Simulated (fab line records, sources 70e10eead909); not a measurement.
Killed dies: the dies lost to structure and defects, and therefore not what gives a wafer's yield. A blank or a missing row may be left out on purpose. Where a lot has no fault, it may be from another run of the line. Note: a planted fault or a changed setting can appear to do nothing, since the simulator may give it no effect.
Chamber matching | flow nandHarc | rieDiel-01 running NHARC_A_CONTACT_ETCH_48: 4 sister chambers
The step etches the open film in CF4, target depth 39 nm, time 65 s. 14 wafers are shown with their chamber, then 7 later ones without.

EACH WAFER AND ITS CHAMBER
wafer  | chamber | showerheadPlenumPTorr (Torr) | runLengthS (s) | oesProductAu (a.u.)
L200.1 | 1       | 1.84                         | 85.8           | 0.993
L200.2 | 0       | 1.75                         | 87.0           | 0.990
L200.5 | 2       | 1.71                         | 86.1           | 1.027
L198.3 | 3       | 1.72                         | 85.3           | 0.992
L198.4 | 1       | 1.84                         | 85.7           | 1.000
L198.5 | 3       | 1.72                         | 85.6           | 1.002
L211.1 | 0       | 1.75                         | 87.0           | 1.009
L211.2 | 3       | 1.71                         | 85.3           | 0.989
L211.5 | 3       | 1.71                         | 85.7           | 0.998
L215.1 | 3       | 1.71                         | 85.5           | 0.989
L215.3 | 0       | 1.75                         | 87.2           | 0.997
L215.4 | 1       | 1.83                         | 86.0           | 0.988
L217.1 | 1       | 1.83                         | 85.8           | 0.986
L217.2 | 3       | 1.71                         | 85.5           | 0.990

SIGNATURES, as means of the wafers listed above
reading               | chamber 0 | chamber 1 | chamber 2 | chamber 3 | scatter within a chamber
showerheadPlenumPTorr | 1.7500    | 1.8350    | 1.7100    | 1.7133    | 0.00483
runLengthS            | 87.067    | 85.825    | 86.100    | 85.483    | 0.142
oesProductAu          | 0.99867   | 0.99175   | 1.02700   | 0.99333   | 0.0067
Rule: for a wafer and a chamber, the distance is found by dividing, reading by reading, the gap between the wafer's reading and the chamber's mean by the reading's scatter, squaring, summing and taking the root. If the next closest chamber is less than 2 further off than the closest, the wafer can't be placed; otherwise it belongs to the closest. The scatter: take each reading less its chamber's mean, square it, sum over the shown wafers, divide by the number of wafers less the number of chambers, and take the root.

WAFERS MISSING THEIR CHAMBER
wafer  | showerheadPlenumPTorr (Torr) | runLengthS (s) | oesProductAu (a.u.)
L217.3 | 1.75                         | 87.0           | 0.997
L219.2 | 1.75                         | 87.8           | 0.988
L219.3 | 1.71                         | 85.6           | 0.990
L219.6 | 1.71                         | 86.6           | 1.009
L220.2 | 1.74                         | 87.0           | 1.008
L220.4 | 1.83                         | 85.8           | 1.004
L220.6 | 1.75                         | 87.0           | 0.998

WHICH CHAMBER EACH WENT THROUGH
wafer  | from the rows above | in truth
L217.3 | 0                   | 0
L219.2 | 0                   | 0
L219.3 | 3                   | 3
L219.6 | 2                   | 2
L220.2 | 0                   | 0
L220.4 | 1                   | 1
L220.6 | 0                   | 0
Placed correctly: 7 of 7. Not placeable from these rows: 0. Number placed wrongly: 0.
